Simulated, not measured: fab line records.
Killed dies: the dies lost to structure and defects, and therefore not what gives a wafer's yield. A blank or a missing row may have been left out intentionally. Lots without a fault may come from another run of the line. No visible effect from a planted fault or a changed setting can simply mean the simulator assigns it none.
Problem report, 8D (eight disciplines) form, completed by code + flow n5_finfet + the parts of the form that need people (team, actions taken, sign-off) are left out

== 1. THE PROBLEM ==
exposure_dose_mJ_cm2 at N5_BEOL_M8_EXPOSE_08 reads a mean of 67.48 on 6 wafers of 2 lots; wafers without a fault read 68.21 with a standard deviation of 0.082. That is -8.9 standard deviations from the usual mean.
The step: exposes mask M8.
Earliest sighting: wafer L288.1 on arfi_scanner-01 at day 12 05:56. Wafers with a number at this step in the record: 17, from 6 lots. Rule for "out", or "out of limits": more than 4 standard deviations from the usual mean. The other wafers with a number count as sound.

== 2. WHAT IT IS, WHAT IT ISN'T ==
| question                    | is                     | is not                                                                   |
|-----------------------------|------------------------|--------------------------------------------------------------------------|
| which readings at this step | exposure_dose_mJ_cm2   | -                                                                        |
| which lots                  | L288, L291             | L284, L286, L294, L297                                                   |
| which wafers of those lots  | all that have a number | -                                                                        |
| read on which tools         | arfi_scanner-01        | arfi_scanner-02                                                          |
| when                        | from day 12 05:56      | up to then (6 sound wafers); but 5 sound wafers of L294, L297 came after |

== 3. WHAT RULES OUT EACH SUSPECT ==
Counting: a tool at a process step up to the reading stays a suspect if it ran every lot that is out and no sound lot after the first of them.
- pvd_sputter-03 at N5_BEOL_M8_HM_DEP_02 (deposits TiN, target thk 20 nm): ruled out as a lasting fault. The sound lots L294 went through it after L288, its earliest lot that is out (day 12 05:41).
- arfi_scanner-01 at N5_BEOL_M8_EXPOSE_08 (exposes mask M8): kept. All lots that are out passed through it, beginning with L288 at day 12 05:56, and no sound lot followed; its final sound lot before that point was L286 at day 11 07:19. Out on those wafers are its own readings of exposure_dose_mJ_cm2.
Left after counting: arfi_scanner-01 at N5_BEOL_M8_EXPOSE_08.

== 4. THE CAUSE (what the simulator had put in) ==
Drift in process parameters on arfi_scanner-01 at N5_BEOL_M8_EXPOSE_08, starting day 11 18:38. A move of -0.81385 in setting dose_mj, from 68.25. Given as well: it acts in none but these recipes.
The count eliminated every tool but this one.

== 5. THE CHAIN OF EFFECTS, in route order ==
One row per reading whose mean, taken over the struck wafers that have a number, lies over 3 standard deviations from the usual. Readings are gone through only where the record gives a usual standard deviation; hours: the median, over the lots, of the time from a lot's start at the first step in this table giving one to that lot's start at this step; sigmas: the change measured in usual standard deviations.
| hours | step                 | reading              | usual | on struck wafers | change | sigmas |
|-------|----------------------|----------------------|-------|------------------|--------|--------|
| 0     | N5_BEOL_M8_EXPOSE_08 | exposure_dose_mJ_cm2 | 68.21 | 67.48            | -0.73  | -8.9   |
Its process steps:
- N5_BEOL_M8_EXPOSE_08: exposes mask M8.

== 6. WHAT WOULD HAVE CAUGHT IT SOONER ==
11 hours passed between the start of the fault at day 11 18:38 and the first reading out of limits in this record, taken at day 12 05:56.
